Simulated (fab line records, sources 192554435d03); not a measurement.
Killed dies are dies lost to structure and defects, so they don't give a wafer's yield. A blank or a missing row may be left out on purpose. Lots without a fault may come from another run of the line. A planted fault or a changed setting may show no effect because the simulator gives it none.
fab line records | flow n5_finfet
record lots=10 wafers=30 last_day=18
route steps=1938 shown DUMMY_GATE@257 SD_EPI_N@271 BEOL_M4@1111 PASSIVATION@1936
lots that met no fault: from a run of the same line without faults
start_h: hours from the record's first day to the start of the lot's first wafer shown | wait_h: hours since the lot's step before | " the same as in the row above | L1.1+2: a row that stands for several wafers | - no value, or no start given | * or withheld: withheld | < > ~ a bound
route shown NAME@n: a module of which the file shows steps, and the number in the route of the first | usual: mean/standard deviation of fault-free wafers | same: alike in all rows | chamber/n: place in a boat | sites: the reading at each site | _std_site: their standard deviation | _edge_site: outer sites' mean less inner sites' | radius_mm: how far each site lies from the wafer's centre | mask NAME#n: copy n | behind: the tool/chamber that last shaped the wafer | hold: why the lot was held/for how many hours/how that ended | device: the transistor (n, p or np) that didn't switch | end of line: the same wafers' tests at the end of the route | a step without rows: its recipe alone | killed: dies lost to structure and defects at the first sort, not the wafer's yield | map: a wafer's dies, x killed, . not, _ none there
set.NAME: the setting as run; set.NAME@STEP: as run at that earlier step | model.NAME: the simulator's own value behind a step, which no gauge read
steps of the route over a sample of lots; a table a step, a row a wafer
services: from which hour (start_h, from the record's first day; less than 0 if before it) a tool's chamber was out of use, for how many hours, and why
## steps
# step N5_DUMMY_GATE_INSPECT_27
# recipe inspect_instrument=brightfield mode=aei
# usual raw_defect_count=321/95
# columns lot.wafer tool chamber start_h wait_h raw_defect_count
L276.4 defect_inspect-01 - 49.82 0.0 313
L276.5 " - " " 262
L276.6 " - " " 226
L280.1 defect_inspect-01 - 74.22 0.0 298
L280.2 " - " " 476
L280.4 " - " " 238
L281.1 defect_inspect-01 - 79.02 0.0 177
L281.4 " - " " 152
L281.5 " - " " 270
L284.2 defect_inspect-01 - 98.41 0.0 461
L284.3 " - " " 368
L284.6 " - " " 339
L285.3 defect_inspect-01 - 104.53 0.0 329
L285.4 " - " " 319
L285.5 " - " " 311
L286.4 defect_inspect-01 - 107.49 0.0 308
L286.5 " - " " 259
L286.6 " - " " 250
L294.3 defect_inspect-01 - 161.64 0.0 250
L294.4 " - " " 316
L294.5 " - " " 304
L296.1 defect_inspect-01 - 174.80 0.0 372
L296.5 " - " " 243
L296.6 " - " " 351
L297.3 defect_inspect-02 - 179.17 0.0 251
L297.4 " - " " 202
L297.5 " - " " 281
L298.1 defect_inspect-01 - 182.63 0.0 565
L298.3 " - " " 278
L298.6 " - " " 310
# step N5_SD_EPI_N_OVL_MEAS_10
# recipe points_per_wafer=44
# usual SD_N_BLK_OVL=0.5/0.83
# columns lot.wafer tool chamber start_h wait_h SD_N_BLK_OVL[nm]
L276.4 overlay-02 0 50.86 0.0 0.9
L276.5 " 0 " " 0.9
L276.6 " 0 " " 1.6
L280.1 overlay-01 0 75.26 0.0 0.3
L280.2 " 0 " " 0.4
L280.4 " 0 " " 0.5
L281.1 overlay-01 0 80.06 0.0 0.6
L281.4 " 0 " " 1.8
L281.5 " 0 " " 1.6
L284.2 overlay-02 0 100.91 0.0 -0.9
L284.3 " 0 " " -0.9
L284.6 " 0 " " -0.1
L285.3 overlay-01 0 105.56 0.0 -0.4
L285.4 " 0 " " 0.5
L285.5 " 0 " " -0.3
L286.4 overlay-01 0 108.53 0.0 0.4
L286.5 " 0 " " 0.3
L286.6 " 0 " " 0.2
L294.3 overlay-01 0 162.97 0.0 1.4
L294.4 " 0 " " 1.6
L294.5 " 0 " " 0.1
L296.1 overlay-01 0 175.71 0.0 0.3
L296.5 " 0 " " 0.4
L296.6 " 0 " " -0.5
L297.3 overlay-01 0 180.42 0.0 1.5
L297.4 " 0 " " -0.4
L297.5 " 0 " " 0.5
L298.1 overlay-02 0 183.80 0.0 0.1
L298.3 " 0 " " 1.1
L298.6 " 0 " " -0.6
# step N5_SD_EPI_N_ETCHBACK_44
# recipe chemistry=CH3F/O2 mode=anisotropic_etchback target=SiNx target_depth_a=145 stop_on=SiO2 over_etch_frac=0.3 ion_energy_ev=120 pressure_mtorr=30 source_w=395 bias_w=73 Ar_flow_sccm=150 CH3F_flow_sccm=30 O2_flow_sccm=20
# usual bias_w=73.01/0.22 drypump_motor_current_A=5.8/0.39 oes_product_au=0.66/0.067 rf_vpp_V=301/5 showerhead_plenum_p_Torr=2.06/0.034 throttle_valve_pct=16.30/0.17
# columns lot.wafer tool chamber start_h wait_h bias_w drypump_motor_current_A oes_product_au rf_hours_counter_h rf_vpp_V showerhead_plenum_p_Torr throttle_valve_pct
L276.4 rie_diel-05 2 51.33 0.0 72.79 5.9 0.65 167 309 2.10 16.16
L276.5 " 0 " " 73.02 5.6 0.69 - 298 2.09 16.22
L276.6 " 3 " " 72.71 6.1 0.64 - 295 2.08 16.34
L280.1 rie_diel-01 2 75.73 0.0 72.79 5.8 0.60 213 303 2.05 16.16
L280.2 " 3 " " 72.87 5.8 0.81 7 299 2.05 16.44
L280.4 " 1 " " 73.13 6.1 0.67 107 311 2.09 16.12
L281.1 rie_diel-05 0 80.59 0.0 73.35 5.6 0.68 127 299 2.08 16.23
L281.4 " 2 " " 73.01 5.9 0.65 176 308 2.09 16.17
L281.5 " 0 " " 73.41 5.6 0.68 - 298 2.08 16.24
L284.2 rie_diel-01 3 101.38 0.0 72.83 5.7 0.79 16 302 2.05 16.44
L284.3 " 1 " " 72.62 6.0 0.67 115 310 2.09 16.11
L284.6 " 3 " " 72.87 5.7 0.79 - 301 2.05 16.44
L285.3 rie_diel-01 2 106.23 0.0 72.90 5.8 0.60 222 304 2.05 16.17
L285.4 " 3 " " 73.08 5.7 0.78 18 301 2.05 16.45
L285.5 " 0 " " 72.81 5.5 0.61 - 300 2.05 16.37
L286.4 rie_diel-04 0 109.00 0.0 73.17 6.7 0.76 32 299 2.11 15.94
L286.5 " 2 " " 72.61 5.0 0.59 - 297 2.05 16.76
L286.6 " 3 " " 72.83 4.9 0.73 - 303 1.95 16.35
L294.3 rie_diel-05 0 163.44 0.0 73.25 5.6 0.66 158 299 2.07 16.30
L294.4 " 2 " " 73.00 5.9 0.62 207 308 2.08 16.23
L294.5 " 3 " " 72.88 6.1 0.61 - 296 2.07 16.39
L296.1 rie_diel-01 3 176.19 0.0 72.99 5.7 0.75 38 301 2.04 16.49
L296.5 " 0 " " 73.33 5.5 0.59 - 300 2.04 16.43
L296.6 " 2 " " 73.29 5.9 0.59 - 304 2.04 16.20
L297.3 rie_diel-01 3 180.89 0.0 72.80 5.7 0.75 40 301 2.04 16.50
L297.4 " 3 " " 72.80 5.7 0.75 - 300 2.04 16.48
L297.5 " 0 " " 72.89 5.5 0.59 - 300 2.04 16.42
L298.1 rie_diel-05 1 184.27 0.0 72.84 6.0 0.60 200 301 2.07 16.49
L298.3 " 2 " " 72.89 5.9 0.61 215 308 2.08 16.26
L298.6 " 2 " " 72.99 5.9 0.62 - 308 2.08 16.26
# step N5_SD_EPI_N_VAPOR_ETCH_50
# recipe chemistry=HCl target=Si temp_c=775 time_s=54 pressure_torr=20 mode=isotropic
# usual susceptor_temp_C=775.0/0.36 throttle_valve_pct=11.90/0.28
# same time_s=54
# columns lot.wafer tool chamber start_h wait_h susceptor_temp_C throttle_valve_pct
L276.4 epi_rpcvd-01 0 52.49 0.2 774.8 11.59
L276.5 " 0 " " 775.6 11.75
L276.6 " 0 " " 774.8 11.70
L280.1 epi_rpcvd-02 0 77.31 0.7 774.9 11.91
L280.2 " 0 " " 775.5 12.34
L280.4 " 0 " " 775.4 11.83
L281.1 epi_rpcvd-01 0 81.67 0.3 774.9 11.68
L281.4 " 0 " " 774.7 11.64
L281.5 " 0 " " 775.0 11.59
L284.2 epi_rpcvd-01 0 102.49 0.3 775.0 11.62
L284.3 " 0 " " 774.7 11.82
L284.6 " 0 " " 775.1 11.91
L285.3 epi_rpcvd-01 0 107.37 0.2 775.5 11.47
L285.4 " 0 " " 775.3 11.93
L285.5 " 0 " " 775.3 11.72
L286.4 epi_rpcvd-02 0 110.17 0.2 774.7 12.03
L286.5 " 0 " " 775.0 12.16
L286.6 " 0 " " 774.8 11.98
L294.3 epi_rpcvd-01 0 164.73 0.3 761.4 11.71
L294.4 " 0 " " 761.7 11.54
L294.5 " 0 " " 761.8 11.45
L296.1 epi_rpcvd-01 0 177.38 0.4 761.5 11.45
L296.5 " 0 " " 761.3 11.72
L296.6 " 0 " " 761.6 11.55
L297.3 epi_rpcvd-03 0 182.05 0.2 775.4 12.18
L297.4 " 0 " " 775.1 12.14
L297.5 " 0 " " 775.2 12.09
L298.1 epi_rpcvd-03 0 185.35 0.3 775.0 12.45
L298.3 " 0 " " 774.5 12.26
L298.6 " 0 " " 774.5 12.10
# step N5_BEOL_M4_RC_MEAS_101
# usual DIBL_N=36.1/1.7 DIBL_P=35.9/2.1 IOFF_N=0.154/0.029 IOFF_P=0.21/0.035 ION_N=673/10 ION_P=463/7.5 REXT_N=75.1/1.8 SS_N=71.6/0.59 SS_P=73.2/0.69 VT_N=250.5/2.9 VT_N_LVT=100/3.1 VT_P=-250/3.2
# columns lot.wafer tool chamber start_h wait_h DIBL_N[mV/V] DIBL_P[mV/V] IOFF_N[nA/um] IOFF_P[nA/um] ION_N[uA/um] ION_P[uA/um] REXT_N[ohm.um] SS_N[mV/dec] SS_P[mV/dec] VT_N[mV] VT_N_LVT[mV] VT_P[mV]
L276.4 prober-02 0 178.60 0.5 38.7 39.4 0.182 0.26 668 458 76.9 72.7 73.5 252.3 99 -247
L276.5 " 0 " " 37.7 37.9 0.165 0.24 662 454 78.4 72.7 73.6 253.9 102 -247
L276.6 " 0 " " 36.0 37.8 0.146 0.23 661 462 79.0 71.7 73.2 252.5 101 -249
L280.1 prober-02 0 206.97 0.0 34.4 34.3 0.115 0.14 653 443 75.0 70.9 71.9 253.0 106 -259
L280.2 " 0 " " 39.7 39.3 0.204 0.20 664 447 76.1 72.2 73.8 248.9 100 -254
L280.4 " 0 " " 37.1 37.0 0.149 0.18 666 453 75.6 72.0 73.4 252.5 103 -256
L281.1 prober-02 0 212.08 0.0 35.8 35.7 0.138 0.22 664 461 75.3 71.4 72.8 252.6 101 -250
L281.4 " 0 " " 36.5 37.4 0.160 0.24 672 469 76.3 71.9 73.1 249.0 97 -248
L281.5 " 0 " " 36.2 37.3 0.155 0.24 674 466 76.7 72.1 72.9 246.5 97 -247
L284.2 prober-02 0 228.15 0.2 37.4 37.2 0.176 0.23 692 477 73.4 72.4 74.2 247.8 97 -248
L284.3 " 0 " " 35.2 35.1 0.135 0.20 687 476 73.5 71.7 73.3 250.7 102 -252
L284.6 " 0 " " 34.7 34.6 0.126 0.18 679 466 72.8 72.3 72.6 253.0 102 -252
L285.3 prober-01 0 250.37 0.3 35.9 35.1 0.149 0.18 667 454 75.3 72.2 73.1 250.0 97 -253
L285.4 " 0 " " 36.2 35.7 0.153 0.19 683 465 75.0 71.1 72.3 248.9 98 -251
L285.5 " 0 " " 38.0 38.0 0.192 0.23 683 467 75.7 71.8 73.2 244.7 94 -249
L286.4 prober-02 0 252.78 0.5 35.3 35.5 0.162 0.23 678 464 75.0 71.4 74.0 251.4 99 -245
L286.5 " 0 " " 35.3 35.3 0.161 0.23 677 464 75.4 70.8 73.5 250.4 98 -248
L286.6 " 0 " " 32.9 32.6 0.119 0.19 666 459 74.3 70.7 71.7 253.0 102 -247
L294.3 prober-01 0 298.23 0.3 30.1 35.2 0.082 0.18 638 459 85.6 70.0 72.7 260.4 108 -253
L294.4 " 0 " " 31.2 36.6 0.091 0.20 629 458 86.3 70.3 73.3 257.2 107 -250
L294.5 " 0 " " 30.0 34.1 0.072 0.16 617 452 86.8 70.1 72.6 261.5 111 -252
L296.1 prober-02 0 302.65 0.0 29.8 33.3 0.081 0.19 635 465 87.3 70.5 71.5 260.8 108 -254
L296.5 " 0 " " 28.3 32.1 0.078 0.19 639 475 87.7 70.2 72.4 257.4 107 -252
L296.6 " 0 " " 31.2 34.5 0.094 0.21 630 464 86.1 70.7 72.7 255.9 107 -251
L297.3 prober-02 0 306.34 0.3 36.1 34.5 0.143 0.21 668 466 73.4 70.9 72.8 252.3 98 -247
L297.4 " 0 " " 36.5 35.5 0.158 0.22 676 468 72.0 71.9 72.2 247.6 98 -249
L297.5 " 0 " " 35.0 33.4 0.135 0.19 677 474 73.1 71.2 72.3 251.1 100 -250
L298.1 prober-01 0 321.65 0.0 36.1 37.7 0.164 0.21 686 467 75.8 72.1 73.4 250.2 100 -251
L298.3 " 0 " " 35.4 35.9 0.149 0.18 672 458 75.2 71.8 72.7 250.4 102 -250
L298.6 " 0 " " 36.3 37.1 0.156 0.19 677 461 75.6 71.9 72.5 249.8 102 -250
# step N5_PASSIVATION_PROBE_49
# usual defect_limited_yield=91.3/1.4 killed_at_M0_to_M3=34/9.2 killed_at_M4_up=13/5.3 killed_at_contacts=12/6 killed_at_front_end=39/12 killed_at_other=4/3.3 killed_dies=102/17 killed_open=67/12 killed_short=34/7.4 sort_bin_5_function=5.1/1 sort_bin_6_memory=3.2/0.6 sort_bin_8_speed=0.00/0.007 sort_n_pass=1078/17 sort_yield_pct=91.3/1.4
# same gross_dies=1180 killed_at_back_side=0 sort_bin_4_leakage[%]=0
# columns lot.wafer tool chamber start_h wait_h defect_limited_yield[%] killed_at_M0_to_M3 killed_at_M4_up killed_at_contacts killed_at_front_end killed_at_other killed_dies killed_open killed_short sort_bin_5_function[%] sort_bin_6_memory[%] sort_bin_8_speed[%] sort_n_pass sort_yield_pct[%]
L276.4 prober-02 - 280.35 0.2 93.4 27 5 9 31 6 78 44 34 3.5 2.6 0 1102 93.4
L276.5 prober-02 - 280.40 0.2 90.8 46 16 14 30 3 109 71 38 5.7 3.2 0 1071 90.8
L276.6 prober-02 - 280.45 0.3 93.2 33 10 20 13 4 80 60 20 4.0 2.7 0 1100 93.2
L281.1 prober-01 - 314.35 0.0 87.0 41 21 12 75 4 153 105 47 8.2 4.4 0 1027 87.0
L281.4 prober-01 - 314.50 0.2 88.1 42 11 15 70 3 141 89 52 6.9 4.3 0 1039 88.1
L281.5 prober-01 - 314.55 0.2 89.7 30 11 26 48 6 121 87 32 5.8 4.2 0 1059 89.7
L280.1 prober-01 - 316.52 0.0 91.2 29 12 15 36 12 104 63 41 5.4 3.2 0 1076 91.2
L280.2 prober-01 - 316.57 0.1 90.3 60 2 11 38 4 115 78 37 5.4 4.1 0 1065 90.3
L280.4 prober-01 - 316.67 0.2 91.7 27 12 10 40 9 98 63 35 5.5 2.7 0 1082 91.7
L284.2 prober-02 - 332.78 0.1 91.2 52 10 13 26 3 104 67 35 5.1 3.6 0 1076 91.2
L284.3 prober-02 - 332.83 0.1 90.9 32 12 13 45 5 107 78 26 5.2 3.6 0 1073 90.9
L284.6 prober-02 - 332.98 0.3 90.8 36 12 7 49 5 109 77 29 5.5 3.6 0 1071 90.8
L285.3 prober-01 - 365.16 0.1 89.6 46 8 17 52 0 123 88 34 6.6 3.6 0 1057 89.6
L285.4 prober-01 - 365.21 0.2 89.3 53 14 8 45 6 126 80 39 6.4 3.2 0 1054 89.3
L285.5 prober-01 - 365.26 0.2 90.9 39 12 14 41 1 107 62 40 4.7 3.8 0 1073 90.9
L286.4 prober-01 - 368.93 0.2 92.5 40 10 6 30 3 89 54 35 4.6 2.7 0 1091 92.5
L286.5 prober-01 - 368.98 0.2 92.1 37 13 6 34 3 93 64 28 4.5 3.2 0 1087 92.1
L286.6 prober-01 - 369.03 0.3 92.5 32 16 7 31 2 88 55 32 3.8 3.4 0 1092 92.5
L294.3 prober-01 - 407.02 0.1 89.4 48 21 18 29 9 125 80 44 6.2 3.8 4.58 1001 84.8
L294.4 prober-01 - 407.07 0.2 90.1 31 21 22 41 2 117 82 31 5.6 4.0 9.41 952 80.7
L294.5 prober-01 - 407.12 0.2 91.2 37 18 11 38 0 104 64 36 5.4 3.1 40.51 598 50.7
L296.1 prober-01 - 411.35 0.0 90.7 33 22 7 43 5 110 68 38 5.7 3.1 5.42 1006 85.3
L296.5 prober-01 - 411.55 0.2 89.6 37 14 14 50 8 123 71 52 4.6 5.2 1.27 1042 88.3
L296.6 prober-01 - 411.60 0.3 91.5 28 13 11 42 6 100 73 27 5.3 3.1 10.34 958 81.2
L297.3 prober-02 - 415.11 0.1 90.8 30 15 15 48 1 109 77 30 5.3 3.6 0 1071 90.8
L297.4 prober-02 - 415.16 0.2 90.1 34 13 21 42 7 117 73 41 6.6 2.5 0 1063 90.1
L297.5 prober-02 - 415.21 0.2 90.7 20 14 10 65 1 110 73 37 5.9 3.1 0 1070 90.7
L298.1 prober-01 - 443.16 0.0 89.9 40 9 9 53 8 119 80 39 5.3 4.7 0 1061 89.9
L298.3 prober-01 - 443.26 0.1 91.7 38 8 6 38 8 98 59 39 5.1 3.0 0 1082 91.7
L298.6 prober-01 - 443.41 0.3 93.9 19 12 13 27 1 72 45 26 3.0 2.9 0 1108 93.9
# killed by level:class
L276.4 FIN_SAQP:geometric_particle:short=11 MOL_CONTACT_COAG:geometric_particle:open=6 BEOL_M2:geometric_particle:open=6 BEOL_M1:geometric_particle:open=5 BEOL_M3:geometric_particle:open=5 STARTING-WAFER:geometric_particle:short=5 BEOL_M0_SAQP:geometric_particle:open=4 STI_FIN_REVEAL:geometric_particle:open=3
L276.5 MOL_CONTACT_COAG:geometric_particle:open=10 BEOL_M0_SAQP:geometric_particle:open=10 BEOL_M0_SAQP:geometric_particle:short=9 BEOL_M4:geometric_particle:open=9 FIN_SAQP:geometric_particle:open=7 STI_FIN_REVEAL:geometric_particle:open=7 BEOL_M1:geometric_particle:open=7 BEOL_M2:geometric_particle:open=5
L276.6 MOL_CONTACT_COAG:geometric_particle:open=20 BEOL_M2:geometric_particle:open=9 BEOL_M1:geometric_particle:open=6 BEOL_M4:geometric_particle:open=5 FIN_SAQP:geometric_particle:open=4 BEOL_M2:geometric_particle:short=4 BEOL_M3:geometric_particle:open=4 BEOL_M3:geometric_particle:short=4
L281.1 FIN_SAQP:geometric_particle:open=23 FIN_SAQP:geometric_particle:short=14 BEOL_M4:geometric_particle:open=11 STI_FIN_REVEAL:geometric_particle:open=10 MOL_CONTACT_COAG:geometric_particle:open=9 BEOL_M2:geometric_particle:open=9 BEOL_M0_SAQP:geometric_particle:short=8 BEOL_M0_SAQP:geometric_particle:open=8
L281.4 FIN_SAQP:geometric_particle:open=20 FIN_SAQP:geometric_particle:short=19 STI_FIN_REVEAL:geometric_particle:open=13 BEOL_M1:geometric_particle:open=13 BEOL_M2:geometric_particle:open=12 MOL_CONTACT_COAG:geometric_particle:open=11 BEOL_M0_SAQP:geometric_particle:short=8 MOL_CONTACT_COAG:geometric_particle:short=4
L281.5 MOL_CONTACT_COAG:geometric_particle:open=22 FIN_SAQP:geometric_particle:open=14 FIN_SAQP:geometric_particle:short=10 BEOL_M2:geometric_particle:open=8 BEOL_M0:geometric_particle:open=6 BEOL_M1:geometric_particle:open=6 GATE_CUT:geometric_particle:open=5 GATE_CUT:geometric_particle:short=5
L280.1 FIN_SAQP:geometric_particle:short=12 MOL_CONTACT_COAG:geometric_particle:open=12 FIN_SAQP:geometric_particle:open=7 BEOL_M0_SAQP:geometric_particle:short=7 BEOL_M0_SAQP:geometric_particle:open=7 BEOL_M3:geometric_particle:open=6 BEOL_M4:geometric_particle:open=5 STI_FIN_REVEAL:geometric_particle:open=4
L280.2 FIN_SAQP:geometric_particle:open=15 BEOL_M0_SAQP:geometric_particle:open=15 BEOL_M2:geometric_particle:open=12 FIN_SAQP:geometric_particle:short=10 MOL_CONTACT_COAG:geometric_particle:open=8 BEOL_M1:geometric_particle:open=8 BEOL_M0_SAQP:geometric_particle:short=5 BEOL_M0:geometric_particle:open=5
L280.4 FIN_SAQP:geometric_particle:open=14 FIN_SAQP:geometric_particle:short=7 MOL_CONTACT_COAG:geometric_particle:open=7 BEOL_M0_SAQP:geometric_particle:open=6 BEOL_M0_SAQP:geometric_particle:short=6 STI_FIN_REVEAL:geometric_particle:open=4 DUMMY_GATE:geometric_particle:open=4 BEOL_M1:geometric_particle:open=4
L284.2 BEOL_M2:geometric_particle:open=17 MOL_CONTACT_COAG:geometric_particle:open=10 BEOL_M1:geometric_particle:open=9 BEOL_M0_SAQP:geometric_particle:short=6 FIN_SAQP:geometric_particle:short=5 FIN_SAQP:geometric_particle:open=5 BEOL_M1:geometric_particle:short=5 STI_FIN_REVEAL:geometric_particle:open=4
L284.3 MOL_CONTACT_COAG:geometric_particle:open=12 BEOL_M3:geometric_particle:open=12 FIN_SAQP:geometric_particle:short=8 FIN_SAQP:geometric_particle:open=8 STI_FIN_REVEAL:geometric_particle:open=8 BEOL_M1:geometric_particle:open=8 DUMMY_GATE:geometric_particle:open=7 BEOL_M2:geometric_particle:open=5
L284.6 FIN_SAQP:geometric_particle:open=13 BEOL_M1:geometric_particle:open=12 FIN_SAQP:geometric_particle:short=10 BEOL_M2:geometric_particle:open=6 ILD0:geometric_particle:short=6 MOL_CONTACT_COAG:geometric_particle:open=6 BEOL_M0_SAQP:geometric_particle:open=6 DUMMY_GATE:geometric_particle:open=5
L285.3 FIN_SAQP:geometric_particle:open=17 MOL_CONTACT_COAG:geometric_particle:open=16 BEOL_M2:geometric_particle:open=15 FIN_SAQP:geometric_particle:short=14 BEOL_M1:geometric_particle:open=13 BEOL_M3:geometric_particle:open=5 ILD0:geometric_particle:short=4 BEOL_M0_SAQP:geometric_particle:short=4
L285.4 BEOL_M2:geometric_particle:open=15 BEOL_M3:geometric_particle:open=12 STI_FIN_REVEAL:geometric_particle:open=7 BEOL_M0_SAQP:geometric_particle:short=7 HKMG_FIN:area_etch=7 FIN_SAQP:geometric_particle:open=6 FIN_SAQP:geometric_particle:short=6 MOL_CONTACT_COAG:geometric_particle:open=6
L285.5 MOL_CONTACT_COAG:geometric_particle:open=13 FIN_SAQP:geometric_particle:short=12 BEOL_M0_SAQP:geometric_particle:open=8 BEOL_M0_SAQP:geometric_particle:short=7 BEOL_M2:geometric_particle:open=6 ILD0:geometric_particle:open=6 FIN_SAQP:geometric_particle:open=5 BEOL_M3:geometric_particle:open=5
L286.4 BEOL_M3:geometric_particle:open=17 FIN_SAQP:geometric_particle:short=10 MOL_CONTACT_COAG:geometric_particle:open=5 BEOL_M0_SAQP:geometric_particle:open=5 GATE_CUT:geometric_particle:short=4 BEOL_M0:geometric_particle:short=4 BEOL_M2:geometric_particle:open=4 BEOL_M3:geometric_particle:short=4
L286.5 BEOL_M3:geometric_particle:open=16 BEOL_M2:geometric_particle:open=8 STI_FIN_REVEAL:geometric_particle:open=6 MOL_CONTACT_COAG:geometric_particle:open=6 STARTING-WAFER:geometric_particle:short=6 BEOL_M4:geometric_particle:open=5 STARTING-WAFER:geometric_particle:open=4 BEOL_M1:geometric_particle:open=4
L286.6 BEOL_M3:geometric_particle:open=9 BEOL_M0_SAQP:geometric_particle:short=8 STI_FIN_REVEAL:geometric_particle:open=6 BEOL_M0_SAQP:geometric_particle:open=6 MOL_CONTACT_COAG:geometric_particle:open=6 GATE_CUT:geometric_particle:short=5 STARTING-WAFER:geometric_particle:open=5 BEOL_M4:geometric_particle:open=4
L294.3 MOL_CONTACT_COAG:geometric_particle:open=16 BEOL_M4:geometric_particle:open=13 BEOL_M0_SAQP:geometric_particle:short=10 BEOL_M0_SAQP:geometric_particle:open=8 BEOL_M1:geometric_particle:open=8 FIN_SAQP:geometric_particle:short=7 STI_FIN_REVEAL:geometric_particle:open=6 FIN_SAQP:geometric_particle:open=5
L294.4 STI_FIN_REVEAL:geometric_particle:open=20 MOL_CONTACT_COAG:geometric_particle:open=16 FIN_SAQP:geometric_particle:open=10 BEOL_M4:geometric_particle:open=10 BEOL_M0_SAQP:geometric_particle:short=6 MOL_CONTACT_COAG:geometric_particle:short=5 BEOL_M2:geometric_particle:open=5 BEOL_M3:geometric_particle:open=4
L294.5 FIN_SAQP:geometric_particle:short=14 MOL_CONTACT_COAG:geometric_particle:open=8 BEOL_M1:geometric_particle:open=8 BEOL_M2:geometric_particle:open=7 BEOL_M4:geometric_particle:open=7 FIN_SAQP:geometric_particle:open=6 BEOL_M0_SAQP:geometric_particle:short=5 BEOL_M0:geometric_particle:open=5
L296.1 FIN_SAQP:geometric_particle:open=8 STI_FIN_REVEAL:geometric_particle:open=8 BEOL_M0_SAQP:geometric_particle:short=8 BEOL_M4:geometric_particle:open=8 DUMMY_GATE:geometric_particle:open=7 GATE_CUT:geometric_particle:short=7 MOL_CONTACT_COAG:geometric_particle:open=5 BEOL_M3:geometric_particle:open=5
L296.5 FIN_SAQP:geometric_particle:open=10 FIN_SAQP:geometric_particle:short=10 MOL_CONTACT_COAG:geometric_particle:open=9 BEOL_M0_SAQP:geometric_particle:short=9 BEOL_M0_SAQP:geometric_particle:open=7 BEOL_M1:geometric_particle:open=6 BEOL_M3:geometric_particle:open=6 MOL_CONTACT_COAG:geometric_particle:short=5
L296.6 FIN_SAQP:geometric_particle:open=20 MOL_CONTACT_COAG:geometric_particle:open=9 BEOL_M3:geometric_particle:open=9 BEOL_M4:geometric_particle:open=8 BEOL_M0_SAQP:geometric_particle:open=8 BEOL_M0_SAQP:geometric_particle:short=8 FIN_SAQP:geometric_particle:short=5 STI_FIN_REVEAL:geometric_particle:open=4
L297.3 STI_FIN_REVEAL:geometric_particle:open=15 BEOL_M2:geometric_particle:open=13 MOL_CONTACT_COAG:geometric_particle:open=11 FIN_SAQP:geometric_particle:short=8 BEOL_M4:geometric_particle:open=7 FIN_SAQP:geometric_particle:open=6 BEOL_M0_SAQP:geometric_particle:short=6 BEOL_M0_SAQP:geometric_particle:open=5
L297.4 MOL_CONTACT_COAG:geometric_particle:open=18 FIN_SAQP:geometric_particle:short=10 BEOL_M0_SAQP:geometric_particle:short=9 BEOL_M0_SAQP:geometric_particle:open=8 BEOL_M2:geometric_particle:open=7 STI_FIN_REVEAL:geometric_particle:open=6 FIN_SAQP:geometric_particle:open=5 BEOL_M3:geometric_particle:open=5
L297.5 FIN_SAQP:geometric_particle:open=16 FIN_SAQP:geometric_particle:short=14 STI_FIN_REVEAL:geometric_particle:open=10 MOL_CONTACT_COAG:geometric_particle:open=7 BEOL_M3:geometric_particle:open=7 BEOL_M4:geometric_particle:open=6 DUMMY_GATE:geometric_particle:open=5 GATE_CUT:geometric_particle:short=5
L298.1 FIN_SAQP:geometric_particle:open=20 STI_FIN_REVEAL:geometric_particle:open=13 BEOL_M3:geometric_particle:open=10 BEOL_M0_SAQP:geometric_particle:short=9 MOL_CONTACT_COAG:geometric_particle:open=8 BEOL_M0_SAQP:geometric_particle:open=8 GATE_CUT:geometric_particle:short=5 BEOL_M3:geometric_particle:short=5
L298.3 BEOL_M0_SAQP:geometric_particle:short=10 FIN_SAQP:geometric_particle:short=9 FIN_SAQP:geometric_particle:open=8 BEOL_M0_SAQP:geometric_particle:open=7 BEOL_M3:geometric_particle:open=7 STI_FIN_REVEAL:geometric_particle:open=5 MOL_CONTACT_COAG:geometric_particle:open=5 BEOL_M1:geometric_particle:open=5
L298.6 MOL_CONTACT_COAG:geometric_particle:open=10 FIN_SAQP:geometric_particle:short=8 FIN_SAQP:geometric_particle:open=7 BEOL_M5:geometric_particle:open=4 STI_FIN_REVEAL:geometric_particle:open=3 MOL_CONTACT_COAG:geometric_particle:short=3 BEOL_M0:geometric_particle:open=3 BEOL_M1:geometric_particle:short=3
## services
# columns tool chamber start_h hours kind
rie_diel-05 - 33.95 0.1 repair
rie_diel-05 - 34.69 1.0 repair
rie_diel-01 3 35.16 - clean
rie_diel-01 3 35.16 - consumable_replace:focus_ring
rie_diel-01 3 35.16 15.1 scheduled_down
rie_diel-01 3 35.16 15.1 vent_cycle
epi_rpcvd-03 - 44.94 8.1 pm
epi_rpcvd-03 - 53.04 6.0 pm
rie_diel-01 2 92.18 1.8 repair
rie_diel-05 1 94.47 6.9 repair
rie_diel-04 2 110.55 - clean
rie_diel-04 2 110.55 - consumable_replace:focus_ring
rie_diel-04 2 110.55 21.2 scheduled_down
rie_diel-04 2 110.55 21.2 vent_cycle
rie_diel-04 - 119.05 14.6 pm
rie_diel-01 - 122.14 14.6 pm
rie_diel-05 3 143.24 5.5 repair
rie_diel-05 - 156.81 0.4 repair
rie_diel-04 1 158.29 13.6 repair
rie_diel-01 1 172.75 9.3 repair
## key
first_sign step=N5_SD_EPI_N_VAPOR_ETCH_50 reading=susceptor_temp_C direction=down sigmas=38 usual=* struck=*
effect step=N5_BEOL_M4_RC_MEAS_101 reading=REXT_N direction=up sigmas=6.6 usual=75.1 struck=86.6
effect step=N5_BEOL_M4_RC_MEAS_101 reading=ION_N direction=down sigmas=4 usual=673 struck=631
effect step=N5_BEOL_M4_RC_MEAS_101 reading=DIBL_N direction=down sigmas=3.5 usual=36.1 struck=30.1
effect step=N5_BEOL_M4_RC_MEAS_101 reading=VT_N direction=up sigmas=2.9 usual=250.5 struck=258.9
effect step=N5_BEOL_M4_RC_MEAS_101 reading=VT_N_LVT direction=up sigmas=2.7 usual=100 struck=108
effect step=N5_BEOL_M4_RC_MEAS_101 reading=IOFF_N direction=down sigmas=2.5 usual=0.154 struck=0.083 wafers_moved=4
effect step=N5_BEOL_M4_RC_MEAS_101 reading=SS_N direction=down sigmas=2.2 usual=71.6 struck=70.3
effect step=N5_PASSIVATION_PROBE_49 reading=sort_bin_8_speed direction=up sigmas=99+ usual=0.00 struck=11.92
met_at N5_SD_EPI_N_VAPOR_ETCH_50
struck_lots L294,L296
not_acting_at N5_DUMMY_GATE_INSPECT_27,N5_SD_EPI_N_OVL_MEAS_10,N5_SD_EPI_N_ETCHBACK_44
onset_between 107.37 164.73
fault kind=process_parameter_drift tool=epi_rpcvd-01 chamber=- onset_h=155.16 steps=N5_SD_EPI_N_VAPOR_ETCH_50 channel=temp_c offset=* shape=step end_h=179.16 acts_in=* stated=*
